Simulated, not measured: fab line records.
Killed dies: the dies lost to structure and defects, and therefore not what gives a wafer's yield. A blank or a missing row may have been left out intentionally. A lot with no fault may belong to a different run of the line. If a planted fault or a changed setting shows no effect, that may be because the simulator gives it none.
fab line records	flow n5Finfet
record: lots: 9	wafers: 26	lastDay: 19
route steps=1938 shown WELL_APT@43 PMOS_HMC_CHANNEL_EPI@65 FIN_SAQP@112 BEOL_M4@1111 PASSIVATION@1936
lots untouched by any fault: they come from a run of this same line in which no faults occurred
startH: hours from the record's first day to the start of the lot's first wafer shown	waitH: time in hours since the lot's previous step	" repeats the value in the row above	L1.1+2: a single row standing in for several wafers	- value missing, or start not given	* or withheld: withheld	< > ~ a bound
route shown NAME@n: NAME is a module with steps in the file, n the number in the route of the first one	usual: mean and standard deviation over wafers with no fault	same: alike in all rows	chamber/n: place in a boat	sites: per-site readings	_std_site: the standard deviation of these	_edge_site: outer sites' mean less inner sites'	radiusMm: for every site, how far away it sits from the centre of the wafer	mask NAME#n: copy n	behind: the most recent tool/chamber to have shaped the wafer	hold: what put the lot on hold/how long, in hours/how the hold closed	device: names the non-switching transistor (n, p or np)	end of line: the same wafers' tests at the end of the route	for a step that has no rows: nothing shown but its recipe	killed: the dies lost at the first sort to structure and to defects; this is not the yield of the wafer	map: per-die view of a wafer (x killed, . not killed, _ where there is no die)
set.NAME: the setting the step ran with; set.NAME@STEP: the setting that earlier step ran with	model.NAME: the simulator's own value behind a step, which no gauge read
route steps across a sampled set of lots; one table per step, one row per wafer
services: a tool's chamber out of use, with start hour (startH, from the record's first day; less than 0 if before it), hours out, and reason
== steps ==
step: N5_WELL_APT_CD_MEAS_25
recipe: targetCdNm: 200	landingEnergyEv: 500	detector: seInlens
usual: cdNm: 199.5/2.3
lot.wafer	tool	chamber	startH	waitH	cdNm
L353.2	cdSem-03	0	15.08	-	203.1
L353.3	"	0	"	"	200.7
L353.6	"	0	"	"	200.5
L356.1	cdSem-02	0	33.16	-	199.9
L356.5	"	0	"	"	198.2
L356.6	"	0	"	"	199.5
L362.3	cdSem-02	0	68.91	-	200.5
L362.5	"	0	"	"	199.4
L362.6	"	0	"	"	198.0
L363.2	cdSem-02	0	74.70	-	197.2
L363.4	"	0	"	"	195.2
L363.6	"	0	"	"	196.5
L365.3	cdSem-03	0	87.14	-	202.9
L365.4	"	0	"	"	201.4
L365.6	"	0	"	"	203.7
L371.4	cdSem-02	0	122.93	-	201.4
L371.5	"	0	"	"	199.3
L371.6	"	0	"	"	194.8
L373.2	cdSem-02	0	134.69	-	199.6
L373.3	"	0	"	"	199.6
L373.6	"	0	"	"	199.0
L374.2	cdSem-01	0	140.72	-	197.4
L374.3	"	0	"	"	196.5
L374.4	"	0	"	"	198.7
L376.2	cdSem-02	0	154.19	-	201.8
L376.3	"	0	"	"	204.0
step: N5_PMOS_HMC_CHANNEL_EPI_CD_MEAS_09
recipe: targetCdNm: 237.4	landingEnergyEv: 500	detector: seInlens
usual: cdNm: 237.4/1.1
lot.wafer	tool	chamber	startH	waitH	cdNm
L353.2	cdSem-02	0	17.60	-	235.9
L353.3	"	0	"	"	235.5
L353.6	"	0	"	"	235.7
L356.1	cdSem-01	0	35.95	-	236.8
L356.5	"	0	"	"	236.0
L356.6	"	0	"	"	237.0
L362.3	cdSem-02	0	71.24	-	235.6
L362.5	"	0	"	"	235.3
L362.6	"	0	"	"	235.7
L363.2	cdSem-03	0	76.92	-	236.3
L363.4	"	0	"	"	236.7
L363.6	"	0	"	"	237.6
L365.3	cdSem-02	0	89.20	-	238.0
L365.4	"	0	"	"	236.0
L365.6	"	0	"	"	236.7
L371.4	cdSem-02	0	125.13	-	237.5
L371.5	"	0	"	"	236.6
L371.6	"	0	"	"	239.6
L373.2	cdSem-03	0	136.86	-	237.9
L373.3	"	0	"	"	238.9
L373.6	"	0	"	"	238.6
L374.2	cdSem-01	0	142.99	-	237.8
L374.3	"	0	"	"	237.6
L374.4	"	0	"	"	237.9
L376.2	cdSem-01	0	156.50	-	238.3
L376.3	"	0	"	"	236.7
step: N5_PMOS_HMC_CHANNEL_EPI_OVL_MEAS_10
recipe: pointsPerWafer: 44
usual: PMOS_HMC_BLK_OVL: -0.4/0.79
lot.wafer	tool	chamber	startH	waitH	PMOS_HMC_BLK_OVL[nm]
L353.2	overlay-02	0	17.63	0.0	0.7
L353.3	"	0	"	"	0.0
L353.6	"	0	"	"	0.1
L356.1	overlay-01	0	35.98	0.0	-1.0
L356.5	"	0	"	"	-0.9
L356.6	"	0	"	"	-0.3
L362.3	overlay-02	0	71.27	0.0	0.2
L362.5	"	0	"	"	0.6
L362.6	"	0	"	"	-0.1
L363.2	overlay-01	0	76.94	0.0	-1.4
L363.4	"	0	"	"	-2.3
L363.6	"	0	"	"	-2.5
L365.3	overlay-01	0	89.23	0.0	0.0
L365.4	"	0	"	"	1.7
L365.6	"	0	"	"	0.7
L371.4	overlay-02	0	125.15	0.0	0.9
L371.5	"	0	"	"	-0.4
L371.6	"	0	"	"	-0.4
L373.2	overlay-01	0	136.89	0.0	-1.2
L373.3	"	0	"	"	0.3
L373.6	"	0	"	"	-0.2
L374.2	overlay-01	0	143.02	0.0	-1.4
L374.3	"	0	"	"	-1.4
L374.4	"	0	"	"	-0.2
L376.2	overlay-02	0	156.53	0.0	-1.1
L376.3	"	0	"	"	-0.2
step: N5_PMOS_HMC_CHANNEL_EPI_FIN_RECESS_16
recipe: chemistry: HBr/Cl2	target: Si	maskMaterial: SiO2	targetDepthA: 540	timeS: 18	pressureMtorr: 10	icpW: 800	biasW: 75	HBr_flow_sccm: 150	Cl2_flow_sccm: 80
usual: HBr_flow_sccm: 150.0/0.37	biasW: 74.99/0.22	drypumpMotorCurrentA: 5.8/0.49	oesProductAu: 0.996/0.013	throttleValvePct: 35.48/0.26
lot.wafer	tool	chamber	startH	waitH	HBr_flow_sccm	biasW	drypumpMotorCurrentA	oesProductAu	rfHoursCounterH	throttleValvePct
L353.2	rieSi-03	3	18.31	0.0	150.3	75.06	6.3	0.983	79	35.71
L353.3	"	0	"	"	149.9	75.13	6.4	1.003	188	35.66
L353.6	"	0	"	"	150.0	75.42	6.4	1.001	-	35.63
L356.1	rieSi-02	1	36.50	0.0	150.0	74.96	5.0	1.005	92	35.98
L356.5	"	0	"	"	150.0	74.68	5.7	0.989	-	35.54
L356.6	"	1	"	"	149.7	74.82	5.1	1.002	-	35.99
L362.3	rieSi-02	2	71.85	0.0	-	-	-	-	-	-
L362.5	"	0	"	"	-	-	-	-	-	-
L362.6	"	1	"	"	-	-	-	-	-	-
L363.2	rieSi-03	3	77.46	0.0	-	-	-	-	-	-
L363.4	"	2	"	"	-	-	-	-	-	-
L363.6	"	1	"	"	-	-	-	-	-	-
L365.3	rieSi-03	3	89.75	0.0	150.5	74.88	6.3	1.000	81	35.68
L365.4	"	0	"	"	150.2	75.09	6.4	1.000	189	35.63
L365.6	"	2	"	"	150.3	74.89	6.1	0.990	-	35.35
L371.4	rieSi-02	1	126.08	0.0	150.4	74.51	5.1	0.986	93	36.00
L371.5	"	3	"	"	149.0	75.09	5.8	1.001	-	35.49
L371.6	"	2	"	"	149.5	74.54	6.6	0.980	-	35.60
L373.2	rieSi-02	2	137.41	0.0	149.8	75.34	6.5	0.972	23	35.62
L373.3	"	3	"	"	150.0	74.92	5.9	1.002	149	35.49
L373.6	"	3	"	"	150.5	75.31	5.8	0.997	-	35.49
L374.2	rieSi-03	1	143.54	0.0	149.4	75.06	5.2	0.999	71	35.27
L374.3	"	2	"	"	150.1	75.11	6.1	0.995	13	35.37
L374.4	"	3	"	"	149.6	75.09	6.3	0.979	82	35.69
L376.2	rieSi-03	0	157.78	0.0	150.3	75.13	6.4	0.998	190	35.64
L376.3	"	1	"	"	150.1	75.04	5.2	0.994	71	35.28
step: N5_FIN_SAQP_OVL_MEAS_17
recipe: pointsPerWafer: 44
usual: FIN_CORE_OVL: -0.1/0.96
lot.wafer	tool	chamber	startH	waitH	FIN_CORE_OVL[nm]
L353.2	overlay-02	0	22.44	0.0	1.3
L353.3	"	0	"	"	0.1
L353.6	"	0	"	"	0.0
L356.1	overlay-02	0	40.28	0.0	0.1
L356.5	"	0	"	"	-1.0
L356.6	"	0	"	"	1.0
L362.3	overlay-02	0	76.00	0.0	-
L362.5	"	0	"	"	-
L362.6	"	0	"	"	-
L363.2	overlay-01	0	81.09	0.0	-
L363.4	"	0	"	"	-
L363.6	"	0	"	"	-
L365.3	overlay-01	0	93.27	0.0	0.0
L365.4	"	0	"	"	0.0
L365.6	"	0	"	"	-0.4
L371.4	overlay-02	0	130.15	0.0	0.6
L371.5	"	0	"	"	1.6
L371.6	"	0	"	"	1.5
L373.2	overlay-02	0	141.45	0.0	0.5
L373.3	"	0	"	"	-1.6
L373.6	"	0	"	"	0.3
L374.2	overlay-01	0	147.35	0.0	-0.7
L374.3	"	0	"	"	-0.2
L374.4	"	0	"	"	-0.7
L376.2	overlay-01	0	161.73	0.0	0.4
L376.3	"	0	"	"	-0.3
step: N5_BEOL_M4_RC_MEAS_101
usual: CJ_P: 5.84/0.15	DIBL_N: 37.2/2.1	DIBL_P: 37.3/2.3	IOFF_N: 0.18/0.041	IOFF_P: 0.24/0.042	IOFF_P_85C: 4.0/0.61	IOFF_P_LIN: 0.109/0.015	IOFF_P_LONG: 0.000108/8e-06	ION_N: 680/13	ION_P: 466/7.7	REXT_P: 101.0/2.7	SS_N: 71.8/0.68	SS_P: 73.5/0.66	VT_N: 249/3.6	VT_P: -248/3.4	VT_P_LONG: -275.0/2.9	VT_P_LVT: -97.4/2.8
lot.wafer	tool	chamber	startH	waitH	CJ_P	DIBL_N[mV/V]	DIBL_P[mV/V]	IOFF_N[nA/um]	IOFF_P[nA/um]	IOFF_P_85C[nA/um]	IOFF_P_LIN[nA/um]	IOFF_P_LONG[nA/um]	ION_N[uA/um]	ION_P[uA/um]	REXT_P[ohm.um]	SS_N[mV/dec]	SS_P[mV/dec]	VT_N[mV]	VT_P[mV]	VT_P_LONG[mV]	VT_P_LVT[mV]
L353.2	prober-02	0	176.10	0.2	6.00	36.9	36.3	0.16	0.22	3.7	0.102	0.00011	673	467	102.4	71.0	72.9	248	-250	-275.4	-97.6
L353.3	"	0	"	"	5.91	36.9	36.9	0.16	0.22	3.8	0.104	0.000109	670	467	104.5	71.6	73.0	247	-248	-275.7	-97.9
L353.6	"	0	"	"	6.00	37.2	37.8	0.18	0.23	4.0	0.111	0.00011	678	466	103.5	71.7	73.3	249	-248	-275.8	-96.7
L356.1	prober-01	0	193.23	0.0	5.72	39.2	39.5	0.23	0.27	4.5	0.118	9.9e-05	705	473	102.2	71.8	74.0	243	-247	-272.5	-96.1
L356.5	"	0	"	"	6.00	38.1	37.7	0.19	0.23	3.9	0.104	0.000104	689	468	100.7	72.9	73.8	248	-252	-275.1	-97.6
L356.6	"	0	"	"	5.81	39.9	41.7	0.27	0.32	5.1	0.132	0.000102	712	482	100.7	72.1	74.1	242	-243	-273.1	-94.2
L362.3	prober-02	0	228.33	0.3	6.51	35.3	56.6	0.16	0.00	0.1	0.001	3.1e-05	686	120	80.1	72.0	77.0	249	-412	-494.6	-261.5
L362.5	"	0	"	"	6.42	33.3	54.8	0.13	0.00	0.1	0.001	3.1e-05	670	119	80.4	70.9	76.6	250	-414	-493.4	-261.4
L362.6	"	0	"	"	6.38	36.0	57.3	0.18	0.00	0.1	0.001	3.1e-05	686	120	80.0	71.9	76.7	249	-407	-495.6	-258.7
L363.2	prober-02	0	232.49	0.2	6.28	34.7	53.7	0.13	0.00	0.0	0.000	2.6e-05	662	115	79.9	70.9	75.1	251	-415	-492.5	-267.8
L363.4	"	0	"	"	6.28	39.6	59.8	0.23	0.00	0.1	0.001	2.6e-05	684	119	79.1	72.3	77.8	243	-410	-492.5	-264.6
L363.6	"	0	"	"	6.47	35.5	56.6	0.15	0.00	0.1	0.001	2.9e-05	671	118	78.1	71.3	76.6	251	-411	-495.3	-265.5
L365.3	prober-01	0	262.26	0.5	5.86	42.6	43.0	0.30	0.35	5.7	0.143	0.000101	715	480	97.8	72.6	74.8	241	-246	-276.4	-93.7
L365.4	"	0	"	"	6.01	39.3	38.8	0.20	0.26	4.4	0.116	0.000104	678	464	97.9	72.6	73.9	249	-251	-280.2	-97.2
L365.6	"	0	"	"	5.94	40.7	41.2	0.24	0.31	5.0	0.130	0.000102	700	470	97.6	72.9	74.8	244	-248	-278.3	-95.4
L373.2	prober-02	0	313.11	0.2	5.87	38.3	36.8	0.17	0.22	3.9	0.105	0.000115	676	462	102.4	71.4	73.8	248	-248	-272.9	-97.4
L373.3	"	0	"	"	5.94	37.0	34.8	0.15	0.20	3.6	0.100	0.000115	687	465	99.9	71.8	72.7	250	-249	-271.2	-97.3
L373.6	"	0	"	"	5.86	36.4	35.6	0.15	0.21	3.7	0.103	0.000114	677	474	101.9	71.5	73.0	250	-249	-273.7	-96.8
L371.4	prober-01	0	316.76	0.5	5.63	36.4	38.7	0.18	0.25	4.2	0.117	0.000111	686	472	99.3	72.6	73.6	246	-246	-271.6	-95.9
L371.5	"	0	"	"	5.78	36.9	39.7	0.18	0.26	4.4	0.123	0.000116	690	480	99.2	72.1	73.6	247	-245	-273.6	-94.9
L371.6	"	0	"	"	5.77	35.1	37.1	0.15	0.23	4.0	0.111	0.000114	674	469	98.1	72.0	73.0	250	-249	-273.5	-96.7
L374.2	prober-02	0	333.30	0.2	5.62	35.5	36.1	0.15	0.19	3.4	0.093	0.000102	678	459	98.8	71.7	73.9	251	-252	-276.0	-98.2
L374.3	"	0	"	"	5.94	36.6	37.3	0.17	0.22	3.8	0.102	0.000106	667	457	100.2	71.9	74.1	248	-249	-275.9	-96.5
L374.4	"	0	"	"	6.05	38.1	39.4	0.23	0.26	4.4	0.118	0.00011	704	473	98.8	72.0	74.4	242	-248	-274.6	-93.8
L376.2	prober-02	0	336.04	0.2	5.78	37.5	36.9	0.18	0.25	4.1	0.111	0.000114	675	466	102.4	72.0	73.6	251	-249	-272.9	-97.0
L376.3	"	0	"	"	5.61	38.1	37.8	0.20	0.27	4.5	0.119	0.000109	677	463	103.0	72.2	74.2	248	-245	-272.4	-95.5
step: N5_PASSIVATION_PROBE_49
usual: defectLimitedYield: 91.0/1.6	killed_at_M0_to_M3: 35/11	killed_at_M4_up: 14/5.3	killedAtContacts: 13/6.7	killedAtFrontEnd: 41/12	killedAtOther: 3.9/2.7	killedDies: 106/19	killedOnRim: 14/4	killedOpen: 70/14	killedShort: 35/8.8	sort_bin_4_leakage: 0.01/0.058	sort_bin_5_function: 5.3/1	sort_bin_6_memory: 3.3/0.81	sort_bin_8_speed: 0.00/0.0072	sortNPass: 1073/19	sortYieldPct: 91.0/1.6
same: grossDies: 1180	killedAtBackSide: 0
lot.wafer	tool	chamber	startH	waitH	defectLimitedYield[%]	killed_at_M0_to_M3	killed_at_M4_up	killedAtContacts	killedAtFrontEnd	killedAtOther	killedDies	killedOnRim	killedOpen	killedShort	sort_bin_4_leakage[%]	sort_bin_5_function[%]	sort_bin_6_memory[%]	sort_bin_8_speed[%]	sortNPass	sortYieldPct[%]
L353.2	prober-02	-	294.85	0.1	91.1	32	24	14	30	5	105	12	78	21	0	5.3	3.1	0	1075	91.1
L353.3	prober-02	-	294.90	0.1	90.6	29	22	12	45	3	111	15	78	28	0	4.8	4.2	0	1069	90.6
L353.6	prober-02	-	295.05	0.3	92.8	28	13	16	26	2	85	11	59	21	0	4.2	2.7	0	1095	92.8
L356.1	prober-01	-	308.06	1.0	89.9	46	13	11	44	5	119	18	88	30	0	6.0	3.9	0	1061	89.9
L356.5	prober-01	-	308.26	1.2	90.1	33	13	25	37	9	117	16	75	39	0	6.7	3.0	0	1063	90.1
L356.6	prober-01	-	308.31	1.2	87.1	57	16	27	48	4	152	18	109	42	0.08	7.8	4.7	0	1027	87.0
L362.3	prober-01	-	335.41	0.1	91.9	15	20	11	40	9	95	8	63	31	0	5.0	2.9	91.95	0	0
L362.5	prober-01	-	335.51	0.2	91.6	11	27	7	48	6	99	14	63	34	0	5.6	2.4	91.61	0	0
L362.6	prober-01	-	335.56	0.3	92.9	21	20	6	33	4	84	6	46	37	0	5.2	1.9	92.88	0	0
L363.2	prober-01	-	340.01	0.1	92.5	26	12	8	38	4	88	12	56	30	0	5.0	2.4	92.54	0	0
L363.4	prober-01	-	340.11	0.2	93.8	23	7	6	33	4	73	12	50	23	0	4.3	1.9	93.81	0	0
L363.6	prober-01	-	340.21	0.3	92.1	42	6	13	29	3	93	12	60	33	0	4.0	3.4	92.12	0	0
L365.3	prober-01	-	373.62	0.1	92.9	28	10	2	35	9	84	9	48	36	0.68	4.1	2.7	0	1088	92.2
L365.4	prober-01	-	373.67	0.2	92.4	23	14	5	45	3	90	19	59	31	0	4.6	2.9	0	1090	92.4
L365.6	prober-01	-	373.77	0.3	90.2	34	18	10	47	7	116	14	77	39	0	4.4	5.3	0	1064	90.2
L373.2	prober-01	-	413.35	0.1	89.3	27	15	32	44	8	126	17	91	33	0	6.6	3.6	0	1054	89.3
L373.3	prober-01	-	413.40	0.1	93.1	18	13	12	36	3	82	12	53	29	0	3.9	2.9	0	1098	93.1
L373.6	prober-01	-	413.55	0.3	91.5	42	19	5	33	1	100	13	75	23	0	5.6	2.5	0	1080	91.5
L371.4	prober-02	-	423.56	0.2	91.1	28	10	6	61	0	105	13	77	27	0	5.8	3.1	0	1075	91.1
L371.5	prober-02	-	423.61	0.2	87.5	31	16	14	83	3	147	19	98	46	0	6.8	5.3	0	1033	87.5
L371.6	prober-02	-	423.66	0.3	90.8	42	10	15	40	1	108	9	75	32	0	4.9	3.5	0	1072	90.8
L374.2	prober-01	-	442.37	0.1	91.8	33	18	8	34	4	97	7	63	33	0	4.8	3.3	0	1083	91.8
L374.3	prober-01	-	442.42	0.1	91.8	37	23	8	23	6	97	13	71	25	0	5.0	3.1	0	1083	91.8
L374.4	prober-01	-	442.47	0.2	88.8	42	18	19	48	5	132	21	89	40	0	6.5	4.1	0	1048	88.8
L376.2	prober-01	-	450.36	0.4	90.5	36	13	13	44	6	112	16	72	39	0	5.4	3.9	0	1068	90.5
L376.3	prober-01	-	450.41	0.4	91.9	25	7	18	43	2	95	7	68	27	0	4.5	3.3	0	1085	91.9
killed by level:class
L353.2 BEOL_M2:geometricParticle:open=15 MOL_CONTACT_COAG:geometricParticle:open=12 BEOL_M4:geometricParticle:open=9 FIN_SAQP:geometricParticle:open=7 BEOL_M0_SAQP:geometricParticle:open=7 STARTING-WAFER:geometricParticle:open=7 BEOL_M0_SAQP:geometricParticle:short=4 BEOL_M5:geometricParticle:open=4
L353.3 MOL_CONTACT_COAG:geometricParticle:open=12 FIN_SAQP:geometricParticle:open=11 STI_FIN_REVEAL:geometricParticle:open=10 BEOL_M4:geometricParticle:open=10 BEOL_M2:geometricParticle:open=9 BEOL_M0_SAQP:geometricParticle:short=7 BEOL_M0_SAQP:geometricParticle:open=6 FIN_SAQP:geometricParticle:short=5
L353.6 MOL_CONTACT_COAG:geometricParticle:open=11 BEOL_M0_SAQP:geometricParticle:open=10 FIN_SAQP:geometricParticle:open=6 BEOL_M1:geometricParticle:open=6 FIN_SAQP:geometricParticle:short=5 STI_FIN_REVEAL:geometricParticle:open=5 MOL_CONTACT_COAG:geometricParticle:short=5 BEOL_M5:geometricParticle:open=3
L356.1 BEOL_M0_SAQP:geometricParticle:open=17 FIN_SAQP:geometricParticle:short=11 MOL_CONTACT_COAG:geometricParticle:open=11 FIN_SAQP:geometricParticle:open=10 BEOL_M1:geometricParticle:open=8 BEOL_M3:geometricParticle:open=8 BEOL_M0_SAQP:geometricParticle:short=7 BEOL_M4:geometricParticle:open=5
L356.5 MOL_CONTACT_COAG:geometricParticle:open=20 BEOL_M0_SAQP:geometricParticle:short=10 FIN_SAQP:geometricParticle:short=9 BEOL_M1:geometricParticle:open=8 DUMMY_GATE:geometricParticle:open=7 BEOL_M0_SAQP:geometricParticle:open=6 FIN_SAQP:geometricParticle:open=5 BEOL_M3:geometricParticle:open=5
L356.6 MOL_CONTACT_COAG:geometricParticle:open=24 BEOL_M0_SAQP:geometricParticle:short=17 BEOL_M0_SAQP:geometricParticle:open=14 FIN_SAQP:geometricParticle:open=13 BEOL_M3:geometricParticle:open=13 FIN_SAQP:geometricParticle:short=10 BEOL_M5:geometricParticle:open=9 DUMMY_GATE:geometricParticle:open=6
L362.3 STI_FIN_REVEAL:geometricParticle:open=16 MOL_CONTACT_COAG:geometricParticle:open=9 FIN_SAQP:geometricParticle:open=7 BEOL_M0_SAQP:geometricParticle:short=7 BEOL_M4:geometricParticle:open=5 BEOL_M4:geometricParticle:short=5 FIN_SAQP:geometricParticle:short=4 GATE_CUT:geometricParticle:short=4
L362.5 BEOL_M4:geometricParticle:open=17 STI_FIN_REVEAL:geometricParticle:open=13 FIN_SAQP:geometricParticle:open=8 BEOL_M4:geometricParticle:short=7 MOL_CONTACT_COAG:geometricParticle:open=6 FIN_SAQP:geometricParticle:short=5 BEOL_M0_SAQP:geometricParticle:short=5 GATE_CUT:geometricParticle:open=4
L362.6 BEOL_M0_SAQP:geometricParticle:short=11 BEOL_M4:geometricParticle:open=8 FIN_SAQP:geometricParticle:short=6 STI_FIN_REVEAL:geometricParticle:open=6 FIN_SAQP:geometricParticle:open=5 BEOL_M0_SAQP:geometricParticle:open=5 GATE_CUT:geometricParticle:short=4 MOL_CONTACT_COAG:geometricParticle:open=4
L363.2 BEOL_M0_SAQP:geometricParticle:open=14 FIN_SAQP:geometricParticle:open=10 BEOL_M0_SAQP:geometricParticle:short=9 FIN_SAQP:geometricParticle:short=7 STI_FIN_REVEAL:geometricParticle:open=5 MOL_CONTACT_COAG:geometricParticle:open=4 BEOL_M6:geometricParticle:open=4 STARTING-WAFER:geometricParticle:open=4
L363.4 FIN_SAQP:geometricParticle:open=11 BEOL_M2:geometricParticle:open=7 GATE_CUT:geometricParticle:short=6 MOL_CONTACT_COAG:geometricParticle:open=5 BEOL_M0_SAQP:geometricParticle:short=5 BEOL_M0_SAQP:geometricParticle:open=5 BEOL_M1:geometricParticle:open=5 FIN_SAQP:geometricParticle:short=4
L363.6 BEOL_M3:geometricParticle:open=10 MOL_CONTACT_COAG:geometricParticle:open=10 BEOL_M0_SAQP:geometricParticle:open=8 BEOL_M0_SAQP:geometricParticle:short=8 FIN_SAQP:geometricParticle:short=6 BEOL_M1:geometricParticle:open=6 DUMMY_GATE:geometricParticle:open=4 BEOL_M2:geometricParticle:open=4
L365.3 BEOL_M3:geometricParticle:open=7 BEOL_M2:geometricParticle:open=7 GATE_CUT:geometricParticle:short=6 STI_FIN_REVEAL:geometricParticle:open=5 BEOL_M4:geometricParticle:open=5 FIN_SAQP:geometricParticle:open=4 DUMMY_GATE:geometricParticle:open=4 BEOL_M0_SAQP:geometricParticle:short=4
L365.4 BEOL_M2:geometricParticle:open=9 FIN_SAQP:geometricParticle:open=8 BEOL_M4:geometricParticle:open=8 GATE_CUT:geometricParticle:short=7 FIN_SAQP:geometricParticle:short=5 STI_FIN_REVEAL:geometricParticle:open=5 BEOL_M1:geometricParticle:open=5 STARTING-WAFER:geometricParticle:short=5
L365.6 FIN_SAQP:geometricParticle:open=14 FIN_SAQP:geometricParticle:short=11 BEOL_M1:geometricParticle:open=10 BEOL_M4:geometricParticle:open=10 MOL_CONTACT_COAG:geometricParticle:open=8 BEOL_M2:geometricParticle:open=8 BEOL_M3:geometricParticle:open=5 STI_FIN_REVEAL:geometricParticle:open=4
L373.2 MOL_CONTACT_COAG:geometricParticle:open=25 BEOL_M1:geometricParticle:open=13 STI_FIN_REVEAL:geometricParticle:open=8 DUMMY_GATE:geometricParticle:open=7 MOL_CONTACT_COAG:geometricParticle:short=7 FIN_SAQP:geometricParticle:open=6 BEOL_M2:geometricParticle:open=5 BEOL_M4:geometricParticle:open=5
L373.3 FIN_SAQP:geometricParticle:open=10 MOL_CONTACT_COAG:geometricParticle:open=9 BEOL_M1:geometricParticle:open=8 FIN_SAQP:geometricParticle:short=6 BEOL_M4:geometricParticle:open=5 BEOL_M3:geometricParticle:open=5 GATE_CUT:geometricParticle:short=4 MOL_CONTACT_COAG:geometricParticle:short=3
L373.6 BEOL_M1:geometricParticle:open=25 FIN_SAQP:geometricParticle:open=7 BEOL_M4:geometricParticle:open=6 DUMMY_GATE:geometricParticle:open=5 MOL_CONTACT_COAG:geometricParticle:open=4 BEOL_M5:geometricParticle:open=4 BEOL_M7:geometricParticle:open=4 STI_FIN_REVEAL:geometricParticle:open=3
L371.4 STI_FIN_REVEAL:geometricParticle:open=18 BEOL_M2:geometricParticle:open=10 FIN_SAQP:geometricParticle:open=9 GATE_CUT:geometricParticle:short=9 GATE_CUT:geometricParticle:open=7 MOL_CONTACT_COAG:geometricParticle:open=6 BEOL_M0_SAQP:geometricParticle:short=6 BEOL_M0:geometricParticle:open=5
L371.5 STI_FIN_REVEAL:geometricParticle:open=25 FIN_SAQP:geometricParticle:open=16 MOL_CONTACT_COAG:geometricParticle:open=14 FIN_SAQP:geometricParticle:short=12 STI_FIN_REVEAL:geometricParticle:short=8 BEOL_M2:geometricParticle:open=7 BEOL_M0_SAQP:geometricParticle:open=6 STARTING-WAFER:geometricParticle:open=5
L371.6 FIN_SAQP:geometricParticle:open=14 MOL_CONTACT_COAG:geometricParticle:open=12 BEOL_M0_SAQP:geometricParticle:short=12 BEOL_M0_SAQP:geometricParticle:open=11 STI_FIN_REVEAL:geometricParticle:open=9 FIN_SAQP:geometricParticle:short=8 BEOL_M2:geometricParticle:open=5 BEOL_M1:geometricParticle:open=4
L374.2 BEOL_M1:geometricParticle:open=11 BEOL_M4:geometricParticle:open=11 FIN_SAQP:geometricParticle:short=7 BEOL_M3:geometricParticle:open=7 BEOL_M2:geometricParticle:open=6 DUMMY_GATE:geometricParticle:open=5 MOL_CONTACT_COAG:geometricParticle:short=5 FIN_SAQP:geometricParticle:open=4
L374.3 BEOL_M4:geometricParticle:open=18 BEOL_M3:geometricParticle:open=12 MOL_CONTACT_COAG:geometricParticle:open=8 BEOL_M0_SAQP:geometricParticle:short=7 BEOL_M1:geometricParticle:open=6 FIN_SAQP:geometricParticle:short=5 BEOL_M0_SAQP:geometricParticle:open=5 STI_FIN_REVEAL:geometricParticle:open=4
L374.4 STI_FIN_REVEAL:geometricParticle:open=13 MOL_CONTACT_COAG:geometricParticle:open=11 BEOL_M1:geometricParticle:open=10 BEOL_M3:geometricParticle:open=10 BEOL_M4:geometricParticle:open=10 FIN_SAQP:geometricParticle:open=9 MOL_CONTACT_COAG:geometricParticle:short=8 FIN_SAQP:geometricParticle:short=6
L376.2 FIN_SAQP:geometricParticle:short=13 FIN_SAQP:geometricParticle:open=12 MOL_CONTACT_COAG:geometricParticle:open=10 BEOL_M1:geometricParticle:short=6 BEOL_M1:geometricParticle:open=6 STI_FIN_REVEAL:geometricParticle:open=5 BEOL_M3:geometricParticle:open=5 BEOL_M0_SAQP:geometricParticle:open=5
L376.3 MOL_CONTACT_COAG:geometricParticle:open=15 FIN_SAQP:geometricParticle:open=14 STI_FIN_REVEAL:geometricParticle:open=8 BEOL_M1:geometricParticle:open=7 BEOL_M1:geometricParticle:short=4 GATE_CUT:geometricParticle:short=4 BEOL_M3:geometricParticle:open=4 STI_FIN_REVEAL:geometricParticle:short=3
== services ==
tool	chamber	startH	hours	kind
rieSi-03	2	1.87	8.5	repair
rieSi-03	-	79.35	2.8	pm
== key ==
firstSign: step: N5_PMOS_HMC_CHANNEL_EPI_FIN_RECESS_16	reading: toolRecord	direction: missing
effect: step: N5_FIN_SAQP_OVL_MEAS_17	reading: FIN_CORE_OVL	direction: missing
effect: step: N5_BEOL_M4_RC_MEAS_101	reading: VT_P_LONG	direction: down	sigmas: 76	usual: -275.0	struck: -494.0
effect: step: N5_BEOL_M4_RC_MEAS_101	reading: VT_P_LVT	direction: down	sigmas: 60	usual: -97.4	struck: -263.2
effect: step: N5_BEOL_M4_RC_MEAS_101	reading: VT_P	direction: down	sigmas: 48	usual: -248	struck: -412
effect: step: N5_BEOL_M4_RC_MEAS_101	reading: ION_P	direction: down	sigmas: 45	usual: 466	struck: 119
effect: step: N5_BEOL_M4_RC_MEAS_101	reading: IOFF_P_LONG	direction: down	sigmas: 9.8	usual: 0.000108	struck: 2.9e-05
effect: step: N5_BEOL_M4_RC_MEAS_101	reading: DIBL_P	direction: up	sigmas: 8.3	usual: 37.3	struck: 56.4
effect: step: N5_BEOL_M4_RC_MEAS_101	reading: REXT_P	direction: down	sigmas: 8	usual: 101.0	struck: 79.6
effect: step: N5_BEOL_M4_RC_MEAS_101	reading: IOFF_P_LIN	direction: down	sigmas: 7.3	usual: 0.109	struck: 0.001
effect: step: N5_BEOL_M4_RC_MEAS_101	reading: IOFF_P_85C	direction: down	sigmas: 6.5	usual: 4.0	struck: 0.1
effect: step: N5_BEOL_M4_RC_MEAS_101	reading: IOFF_P	direction: down	sigmas: 5.6	usual: 0.24	struck: 0.00
effect: step: N5_BEOL_M4_RC_MEAS_101	reading: SS_P	direction: up	sigmas: 4.7	usual: 73.5	struck: 76.6
effect: step: N5_BEOL_M4_RC_MEAS_101	reading: CJ_P	direction: up	sigmas: 3.8	usual: 5.84	struck: 6.39
effect: step: N5_PASSIVATION_PROBE_49	reading: sort_bin_8_speed	direction: up	sigmas: 99+	usual: 0.00	struck: 92.49
metAt N5_PMOS_HMC_CHANNEL_EPI_FIN_RECESS_16
struckLots L362,L363
notActingAt N5_WELL_APT_CD_MEAS_25,N5_PMOS_HMC_CHANNEL_EPI_CD_MEAS_09,N5_PMOS_HMC_CHANNEL_EPI_OVL_MEAS_10
onsetBetween 36.50 71.85
fault: kind: skippedStepWhole	tool: rieSi-02,rieSi-03	chamber: -	onsetH: 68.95	steps: N5_PMOS_HMC_CHANNEL_EPI_FIN_RECESS_16	scope: struckLotsOnly
